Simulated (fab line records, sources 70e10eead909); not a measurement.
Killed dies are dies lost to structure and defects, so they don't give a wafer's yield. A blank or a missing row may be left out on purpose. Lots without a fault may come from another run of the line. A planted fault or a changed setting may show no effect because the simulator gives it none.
fab line records | flow nand_harc | part 1 of 2: steps 1 to 25 of 41
record lots=5 wafers=15 last_day=32
route steps=1302 shown P_BONDPAD@385 A_START@389 A_ZERO_WELL@390 A_SOURCE_PLATE@413 A_ONON_D1@424
lots that met no fault: from a run of the same line without faults
start_h: hours from the record's first day to the start of the lot's first wafer shown | wait_h: hours since the lot's step before | " the same as in the row above | L1.1+2: a row that stands for several wafers | - no value, or no start given | * or withheld: withheld | < > ~ a bound
route shown NAME@n: a module of which the file shows steps, and the number in the route of the first | usual: mean/standard deviation of fault-free wafers | same: alike in all rows | chamber/n: place in a boat | sites: the reading at each site | _std_site: their standard deviation | _edge_site: outer sites' mean less inner sites' | radius_mm: how far each site lies from the wafer's centre | mask NAME#n: copy n | behind: the tool/chamber that last shaped the wafer | hold: why the lot was held/for how many hours/how that ended | device: the transistor (n, p or np) that didn't switch | end of line: the same wafers' tests at the end of the route | a step without rows: its recipe alone | killed: dies lost to structure and defects at the first sort, not the wafer's yield | map: a wafer's dies, x killed, . not, _ none there
set.NAME: the setting as run; set.NAME@STEP: as run at that earlier step | model.NAME: the simulator's own value behind a step, which no gauge read
lots at some steps of the route; a table a step, a row a wafer
services: from which hour (start_h, from the record's first day; less than 0 if before it) a tool's chamber was out of use, for how many hours, and why
## steps
# step NHARC_P_BONDPAD_INSPECT_23
# usual raw_defect_count=278/88
# columns lot.wafer tool chamber start_h wait_h raw_defect_count
L074.1 defect_inspect-02 - 135.03 0.0 218
L074.4 " - " " 172
L074.5 " - " " 206
L077.1 defect_inspect-02 - 168.70 0.0 221
L077.3 " - " " 224
L077.6 " - " " 208
L084.1 defect_inspect-02 - 248.75 0.0 376
L084.4 " - " " 297
L084.5 " - " " 231
L092.2 defect_inspect-02 - 316.31 0.0 185
L092.4 " - " " 146
L092.6 " - " " 276
L094.4 defect_inspect-01 - 335.50 0.0 253
L094.5 " - " " 349
L094.6 " - " " 312
# step NHARC_P_BONDPAD_ACTIVATE_29
# recipe time_s=60 n2_flow_sccm=200 ar_flow_sccm=0 bias_power_w=0 chemistry=N2
# usual drypump_motor_current_A=5.5/0.34 oes_product_au=0.998/0.0068 rf_vpp_V=64.1/0.81 showerhead_plenum_p_Torr=1.76/0.068
# columns lot.wafer tool chamber start_h wait_h drypump_motor_current_A oes_product_au rf_hours_counter_h rf_vpp_V showerhead_plenum_p_Torr
L074.1 rie_diel-01 0 135.11 0.1 5.3 1.006 2.4 64.9 1.82
L074.4 " 1 " " 5.0 0.995 2.7 64.6 1.74
L074.5 " 3 " " 6.1 1.001 - 65.6 1.86
L077.1 rie_diel-01 3 168.76 0.1 6.1 0.986 2.9 63.4 1.86
L077.3 " 2 " " 5.7 0.994 3.2 63.1 1.69
L077.6 " 0 " " 5.3 1.000 - 65.4 1.82
L084.4 rie_diel-01 2 248.82 0.1 5.7 0.982 1.1 65.1 1.69
L084.1 " 3 " " 6.1 0.983 0.9 64.4 1.86
L084.5 " 1 " " 5.0 0.994 - 63.4 1.74
L092.2 rie_diel-06 1 316.40 0.1 5.0 1.003 0.0 63.9 1.68
L092.4 " 2 " " 5.6 1.008 0.0 63.3 1.74
L092.6 " 0 " " 5.2 0.993 - 65.1 1.81
L094.4 rie_diel-10 3 335.59 0.1 5.9 0.996 4.6 62.7 1.69
L094.6 " 0 " " 5.3 1.005 - 63.3 1.66
L094.5 " 1 " " 5.7 1.002 - 64.5 1.77
# step NHARC_P_BONDPAD_PRECLEAN_30
# recipe time_s=300 temp_c=23 chemistry=DIW
# columns lot.wafer tool chamber start_h wait_h
L074.5+1+4 wet_bench-08 7,2,3 135.26 0.1
L077.3+6+1 wet_bench-10 7,0,1 168.95 0.1
L084.5+4+1 wet_bench-08 4,6,7 248.97 0.1
L092.6+2+4 wet_bench-08 4,6,7 316.53 0.1
L094.5+4+6 wet_bench-10 1,2,3 335.71 0.1
# step NHARC_P_BONDPAD_SRD_31
# recipe time_s=30 temp_c=23 dry_time_s=20 spin_rpm=1500
# usual co2_resistivity_mohm_cm=0.1998/0.0022
# columns lot.wafer tool chamber start_h wait_h co2_resistivity_mohm_cm
L074.5 wet_bench-08 7 - - 0.1971
L074.1 " 2 " " 0.1956
L074.4 " 3 " " 0.2006
L077.3 wet_bench-10 7 - - 0.2027
L077.6 " 0 " " 0.2022
L077.1 " 1 " " 0.1995
L084.5 wet_bench-08 4 - - 0.2010
L084.4 " 6 " " 0.1999
L084.1 " 7 " " 0.2064
L092.6 wet_bench-08 4 - - 0.1972
L092.2 " 6 " " 0.1980
L092.4 " 7 " " 0.1979
L094.5 wet_bench-10 1 - - 0.2007
L094.4 " 2 " " 0.1985
L094.6 " 3 " " 0.2016
# step NHARC_A_START_INSPECT_01
# usual raw_defect_count=3.3/2
# columns lot.wafer tool chamber start_h wait_h raw_defect_count
L074.1 defect_inspect-02 - 135.50 - 1
L074.4 " - " " 3
L074.5 " - " " 1
L077.1 defect_inspect-02 - 169.17 - 1
L077.3 " - " " 2
L077.6 " - " " 5
L084.1 defect_inspect-02 - 249.22 - 2
L084.4 " - " " 5
L084.5 " - " " 5
L092.2 defect_inspect-02 - 316.87 - 4
L092.4 " - " " 3
L092.6 " - " " 8
L094.4 defect_inspect-01 - 335.97 - 2
L094.5 " - " " 6
L094.6 " - " " 3
# step NHARC_A_ZERO_WELL_PRECLEAN_00
# recipe time_s=600 temp_c=120 chemistry=SPM
# usual bath_guard_temp_C=120.2/0.48
# columns lot.wafer tool chamber start_h wait_h bath_guard_temp_C
L074.5 wet_bench-04 6 135.58 0.1 120.6
L074.4 " 1 " " 119.4
L074.1 " 2 " " 119.4
L077.3 wet_bench-07 1 169.27 0.1 119.7
L077.1 " 2 " " 120.7
L077.6 " 3 " " 120.4
L084.5 wet_bench-03 3 249.30 0.1 120.7
L084.1 " 6 " " 119.7
L084.4 " 0 " " 120.7
L092.4 wet_bench-03 2 316.96 0.1 119.5
L092.2 " 4 " " 120.3
L092.6 " 6 " " 119.8
L094.5 wet_bench-04 1 336.05 0.1 119.8
L094.4 " 3 " " 120.3
L094.6 " 4 " " 120.0
# step NHARC_A_ZERO_WELL_SRD_01
# columns lot.wafer tool chamber start_h wait_h
L074.5+4+1 wet_bench-04 6,1,2 - -
L077.3+1+6 wet_bench-07 1,2,3 - -
L084.5+1+4 wet_bench-03 3,6,0 - -
L092.4+2+6 wet_bench-03 2,4,6 - -
L094.5+4+6 wet_bench-04 1,3,4 - -
# step NHARC_A_ZERO_WELL_DEHYDRATE_02
# recipe temp_c=150 time_s=120
# usual plate_temp_C=150.00/0.13
# columns lot.wafer tool chamber start_h wait_h plate_temp_C
L074.1 litho_track-02 0 135.90 - 150.02
L074.4 " 0 " " 149.91
L074.5 " 0 " " 150.05
L077.1 litho_track-05 0 169.56 - 150.02
L077.3 " 0 " " 150.07
L077.6 " 0 " " 150.18
L084.1 litho_track-07 0 249.62 - 149.71
L084.4 " 0 " " 149.90
L084.5 " 0 " " 149.84
L092.2 litho_track-02 0 317.27 - 149.92
L092.4 " 0 " " 149.93
L092.6 " 0 " " 149.84
L094.4 litho_track-05 0 336.36 - 149.97
L094.5 " 0 " " 150.12
L094.6 " 0 " " 149.91
# step NHARC_A_ZERO_WELL_HMDS_03
# recipe time_s=30
# columns lot.wafer tool chamber start_h wait_h
L074.1+4+5 litho_track-02 0 - -
L077.1+3+6 litho_track-05 0 - -
L084.1+4+5 litho_track-07 0 - -
L092.2+4+6 litho_track-02 0 - -
L094.4+5+6 litho_track-05 0 - -
# step NHARC_A_ZERO_WELL_COAT_18
# recipe temp_c=200 time_s=65
# usual plate_temp_C=200.01/0.16
# columns lot.wafer tool chamber start_h wait_h plate_temp_C
L074.1 litho_track-02 0 - - 200.30
L074.4 " 0 " " 200.07
L074.5 " 0 " " 200.19
L077.1 litho_track-05 0 - - 200.10
L077.3 " 0 " " 199.97
L077.6 " 0 " " 199.96
L084.1 litho_track-07 0 - - 200.11
L084.4 " 0 " " 200.09
L084.5 " 0 " " 199.88
L092.2 litho_track-02 0 - - 199.83
L092.4 " 0 " " 200.05
L092.6 " 0 " " 199.65
L094.4 litho_track-05 0 - - 200.09
L094.5 " 0 " " 199.86
L094.6 " 0 " " 200.06
# step NHARC_A_ZERO_WELL_COAT_04
# recipe spin_rpm=2000 resist_thk_nm=600
# columns lot.wafer tool chamber start_h wait_h
L074.1+4+5 litho_track-02 0 - -
L077.1+3+6 litho_track-05 0 - -
L084.1+4+5 litho_track-07 0 - -
L092.2+4+6 litho_track-02 0 - -
L094.4+5+6 litho_track-05 0 - -
# step NHARC_A_ZERO_WELL_SOFTBAKE_05
# recipe temp_c=125 time_s=70
# usual plate_temp_C=125.00/0.13
# columns lot.wafer tool chamber start_h wait_h plate_temp_C
L074.1 litho_track-02 0 - - 125.16
L074.4 " 0 " " 125.17
L074.5 " 0 " " 124.99
L077.1 litho_track-05 0 - - 125.09
L077.3 " 0 " " 125.01
L077.6 " 0 " " 125.19
L084.1 litho_track-07 0 - - 124.95
L084.4 " 0 " " 124.80
L084.5 " 0 " " 124.71
L092.2 litho_track-02 0 - - 125.11
L092.4 " 0 " " 124.92
L092.6 " 0 " " 124.90
L094.4 litho_track-05 0 - - 124.83
L094.5 " 0 " " 124.86
L094.6 " 0 " " 124.89
# step NHARC_A_ZERO_WELL_EBR_06
# columns lot.wafer tool chamber start_h wait_h
L074.1+4+5 litho_track-02 0 - -
L077.1+3+6 litho_track-05 0 - -
L084.1+4+5 litho_track-07 0 - -
L092.2+4+6 litho_track-02 0 - -
L094.4+5+6 litho_track-05 0 - -
# step NHARC_A_ZERO_WELL_EXPOSE_07
# recipe na=0.55 dose_mj=33.85 mask_id=A_ZERO
# columns lot.wafer tool chamber start_h wait_h mask
L074.1+4+5 krf_scanner-01 0 136.06 - A_ZERO#0
L077.1+3+6 krf_scanner-03 0 169.73 - A_ZERO#0
L084.1+4+5 krf_scanner-03 0 249.78 - A_ZERO#0
L092.2+4+6 krf_scanner-04 0 317.57 - A_ZERO#0
L094.4+5+6 krf_scanner-01 0 336.54 - A_ZERO#0
# step NHARC_A_ZERO_WELL_PEB_08
# recipe peb_temp_c=128 peb_time_s=80
# usual plate_temp_C=127.96/0.13
# columns lot.wafer tool chamber start_h wait_h plate_temp_C
L074.1 litho_track-07 0 136.13 0.1 127.87
L074.4 " 0 " " 127.72
L074.5 " 0 " " 127.69
L077.1 litho_track-05 0 169.80 0.1 127.85
L077.3 " 0 " " 127.97
L077.6 " 0 " " 127.83
L084.1 litho_track-02 0 249.85 0.1 127.85
L084.4 " 0 " " 127.82
L084.5 " 0 " " 127.77
L092.2 litho_track-05 0 317.63 0.1 127.99
L092.4 " 0 " " 128.07
L092.6 " 0 " " 128.04
L094.4 litho_track-07 0 336.59 0.0 127.82
L094.5 " 0 " " 127.93
L094.6 " 0 " " 127.92
# step NHARC_A_ZERO_WELL_DEVELOP_09
# recipe time_s=50 dev_temp_c=22
# columns lot.wafer tool chamber start_h wait_h
L074.1+4+5 litho_track-07 0 - -
L077.1+3+6 litho_track-05 0 - -
L084.1+4+5 litho_track-02 0 - -
L092.2+4+6 litho_track-05 0 - -
L094.4+5+6 litho_track-07 0 - -
# step NHARC_A_ZERO_WELL_CD_MEAS_10
# recipe target_cd_nm=2000 landing_energy_ev=500
# usual cd_nm=1999.8/1.1
# columns lot.wafer tool chamber start_h wait_h cd_nm
L074.1 cd_sem-03 0 136.21 - 1999.3
L074.4 " 0 " " 1999.9
L074.5 " 0 " " 1999.1
L077.1 cd_sem-01 0 169.88 - 1999.4
L077.3 " 0 " " 1999.1
L077.6 " 0 " " 2003.6
L084.1 cd_sem-03 0 249.93 - 2000.2
L084.4 " 0 " " 2000.5
L084.5 " 0 " " 1998.0
L092.2 cd_sem-02 0 317.71 - 1998.7
L092.4 " 0 " " 2000.8
L092.6 " 0 " " 2000.2
L094.4 cd_sem-03 0 336.68 - 1999.9
L094.5 " 0 " " 1999.1
L094.6 " 0 " " 2000.2
# step NHARC_A_ZERO_WELL_HARDBAKE_11
# recipe temp_c=118 time_s=65
# usual plate_temp_C=117.99/0.11
# columns lot.wafer tool chamber start_h wait_h plate_temp_C
L074.1 litho_track-07 0 136.29 - 117.92
L074.4 " 0 " " 117.93
L074.5 " 0 " " 117.92
L077.1 litho_track-02 0 169.96 - 117.77
L077.3 " 0 " " 118.04
L077.6 " 0 " " 118.03
L084.1 litho_track-02 0 250.01 - 117.82
L084.4 " 0 " " 118.00
L084.5 " 0 " " 118.14
L092.2 litho_track-02 0 317.79 - 117.89
L092.4 " 0 " " 118.12
L092.6 " 0 " " 118.13
L094.4 litho_track-02 0 336.76 - 118.14
L094.5 " 0 " " 118.06
L094.6 " 0 " " 118.07
# step NHARC_A_ZERO_WELL_DESCUM_12
# recipe time_s=3 o2_flow_sccm=200 ar_flow_sccm=0 bias_power_w=0 chemistry=O2
# usual drypump_motor_current_A=5.7/0.41 oes_product_au=1.000/0.0076 rf_vpp_V=57.8/0.93 showerhead_plenum_p_Torr=1.91/0.1 throttle_valve_pct=11.310/0.0098
# columns lot.wafer tool chamber start_h wait_h drypump_motor_current_A oes_product_au rf_hours_counter_h rf_vpp_V showerhead_plenum_p_Torr throttle_valve_pct
L074.4 rie_diel-04 0 136.38 - 4.9 0.994 23 58.8 2.04 11.319
L074.1 " 1 " " 5.6 0.992 24 57.2 2.04 11.313
L074.5 " 3 " " 6.3 0.991 - 59.2 1.79 11.316
L077.3 rie_diel-03 1 170.05 - 6.1 0.998 2 59.4 1.84 11.322
L077.1 " 2 " " 6.0 0.994 2 56.6 2.01 11.299
L077.6 " 3 " " 5.5 1.003 - 58.9 1.97 11.298
L084.4 rie_diel-03 0 250.09 - 5.7 1.007 3 57.3 1.80 11.308
L084.1 " 3 " " 5.5 1.004 3 58.4 1.97 11.308
L084.5 " 1 " " 6.1 0.998 - 57.2 1.84 11.299
L092.2 rie_diel-03 2 317.87 - 6.0 1.009 1 59.0 2.01 11.304
L092.4 " 0 " " 5.6 1.007 1 58.2 1.80 11.312
L092.6 " 2 " " 6.0 0.998 - 58.0 2.01 11.305
L094.4 rie_diel-03 2 336.84 - 6.0 1.007 1 59.1 2.01 11.301
L094.5 " 1 " " 6.1 1.001 - 58.0 1.84 11.302
L094.6 " 2 " " 6.0 1.009 - 56.2 2.01 11.313
# step NHARC_A_ZERO_WELL_ETCH_19
# recipe target_depth_a=800 overetch_a=240 time_s=87.88 ion_energy_ev=200 n2_flow_sccm=150 h2_flow_sccm=150 ar_flow_sccm=0 rf_w=400 bias_w=150 chemistry=N2/H2
# usual drypump_motor_current_A=5.7/0.41 oes_product_au=0.998/0.0083 rf_vpp_V=431/3.2 showerhead_plenum_p_Torr=2.05/0.11 throttle_valve_pct=14.171/0.0091
# columns lot.wafer tool chamber start_h wait_h drypump_motor_current_A oes_product_au rf_hours_counter_h rf_vpp_V showerhead_plenum_p_Torr throttle_valve_pct
L074.4 rie_diel-04 2 136.46 0.1 5.7 0.998 18 429 2.01 14.173
L074.1 " 1 " " 5.6 1.004 24 434 2.18 14.164
L074.5 " 3 " " 6.3 0.999 - 426 1.90 14.157
L077.3 rie_diel-03 3 170.12 0.1 5.5 0.995 2 433 2.11 14.175
L077.1 " 0 " " 5.7 1.006 1 427 1.91 14.178
L077.6 " 3 " " 5.5 1.013 - 433 2.11 14.168
L084.4 rie_diel-03 2 250.18 0.1 6.0 1.003 4 434 2.15 14.178
L084.1 " 0 " " 5.6 1.003 3 427 1.91 14.176
L084.5 " 3 " " 5.5 1.002 - 434 2.11 14.177
L092.4 rie_diel-03 2 317.95 0.1 6.0 1.008 1 433 2.15 14.173
L092.2 " 1 " " 6.1 1.012 1 430 1.96 14.181
L092.6 " 2 " " 6.0 0.992 - 432 2.15 14.180
L094.4 rie_diel-03 1 336.94 0.1 6.1 1.009 1 428 1.96 14.175
L094.6 " 2 " " 6.1 1.000 - 432 2.15 14.140
L094.5 " 3 " " 5.5 1.004 - 432 2.11 14.168
# step NHARC_A_ZERO_WELL_ETCH_13
# recipe target_depth_a=1200 time_s=40.1 hbr_flow_sccm=150 cl2_flow_sccm=50 rf_w=400 icp_w=400 bias_w=100 chemistry=HBr/Cl2
# usual drypump_motor_current_A=5.8/0.32 oes_product_au=0.999/0.0082 throttle_valve_pct=26.406/0.0088
# columns lot.wafer tool chamber start_h wait_h drypump_motor_current_A oes_product_au rf_hours_counter_h throttle_valve_pct
L074.1 rie_si-01 0 136.58 - 5.6 0.980 0.84 26.403
L074.4 " 1 " " 5.6 0.980 0.81 26.401
L074.5 " 1 " " 5.6 0.984 - 26.384
L077.1 rie_si-05 3 170.25 - 5.6 1.007 0.15 26.421
L077.3 " 1 " " 5.7 1.006 0.23 26.413
L077.6 " 2 " " 6.2 1.006 - 26.406
L084.1 rie_si-05 2 250.31 - 6.2 0.999 0.71 26.414
L084.4 " 3 " " 5.6 1.004 0.66 26.419
L084.5 " 1 " " 5.7 1.007 - 26.407
L092.4 rie_si-03 1 318.07 - 5.4 1.003 0.62 26.395
L092.2 " 3 " " 5.9 1.000 0.50 26.401
L092.6 " 1 " " 5.4 0.990 - 26.404
L094.4 rie_si-03 0 337.07 - 6.1 1.002 0.59 26.409
L094.6 " 1 " " 5.4 0.996 - 26.398
L094.5 " 2 " " 5.6 1.000 - 26.396
# step NHARC_A_ZERO_WELL_STRIP_14
# recipe time_s=900 temp_c=130 chemistry=SPM
# usual bath_guard_temp_C=130.1/0.51
# columns lot.wafer tool chamber start_h wait_h bath_guard_temp_C
L074.4 wet_bench-03 6 136.73 - 130.0
L074.5 " 7 " " 130.8
L074.1 " 3 " " 130.5
L077.3 wet_bench-03 3 170.40 - 130.8
L077.6 " 4 " " 130.3
L077.1 " 6 " " 129.9
L084.1 wet_bench-04 4 250.44 - 130.6
L084.5 " 6 " " 130.4
L084.4 " 7 " " 130.5
L092.2 wet_bench-03 0 318.23 - 130.2
L092.6 " 1 " " 129.5
L092.4 " 2 " " 129.6
L094.4 wet_bench-04 7 337.19 - 130.6
L094.6 " 3 " " 130.5
L094.5 " 4 " " 130.2
# step NHARC_A_ZERO_WELL_IMPLANT_15
# recipe energy_kev=150 dose_cm2=1e+13 tilt_deg=7
# usual beam_on_s=10.03/0.21 faraday_current_uA=126.6/2.6
# columns lot.wafer tool chamber start_h wait_h beam_on_s faraday_current_uA
L074.1 implanter-01 0 137.14 0.1 9.67 130.7
L074.4 " 0 " " 9.76 129.9
L074.5 " 0 " " 9.80 129.3
L077.1 implanter-02 0 170.80 0.1 10.48 120.9
L077.3 " 0 " " 10.08 125.9
L077.6 " 0 " " 10.04 126.7
L084.1 implanter-01 0 250.85 0.1 9.93 127.4
L084.4 " 0 " " 9.58 131.9
L084.5 " 0 " " 10.07 126.1
L092.2 implanter-01 0 318.66 0.1 10.60 119.9
L092.4 " 0 " " 10.02 126.6
L092.6 " 0 " " 10.08 125.6
L094.4 implanter-02 0 337.68 0.1 9.67 131.3
L094.5 " 0 " " 9.99 126.8
L094.6 " 0 " " 10.32 123.3
# step NHARC_A_ZERO_WELL_PRECLEAN_22
# recipe time_s=60 temp_c=50 bath_age_min=0 chemistry=SC1
# usual bath_guard_temp_C=50.1/0.49 sc1_h2o2_end_mol_l=0.3698/0.00069
# columns lot.wafer tool chamber start_h wait_h bath_guard_temp_C sc1_h2o2_end_mol_l
L074.5 wet_bench-07 6 137.35 0.1 50.5 0.3692
L074.4 " 0 " " 49.9 0.3694
L074.1 " 2 " " 51.0 0.3695
L077.6 wet_bench-04 3 171.01 0.0 50.1 0.3702
L077.1 " 5 " " 49.2 0.3708
L077.3 " 6 " " 50.4 0.3701
L084.1 wet_bench-07 5 251.07 0.2 50.5 0.3698
L084.5 " 7 " " 49.7 0.3706
L084.4 " 1 " " 49.2 0.3700
L092.6 wet_bench-04 7 318.85 0.0 50.2 0.3704
L092.4 " 0 " " 50.4 0.3698
L092.2 " 2 " " 49.4 0.3702
L094.6 wet_bench-03 7 337.82 0.0 50.4 0.3695
L094.4 " 0 " " 50.6 0.3705
L094.5 " 2 " " 49.9 0.3698
# step NHARC_A_ZERO_WELL_SRD_23
# columns lot.wafer tool chamber start_h wait_h
L074.5+4+1 wet_bench-07 6,0,2 - -
L077.6+1+3 wet_bench-04 3,5,6 - -
L084.1+5+4 wet_bench-07 5,7,1 - -
L092.6+4+2 wet_bench-04 7,0,2 - -
L094.6+4+5 wet_bench-03 7,0,2 - -
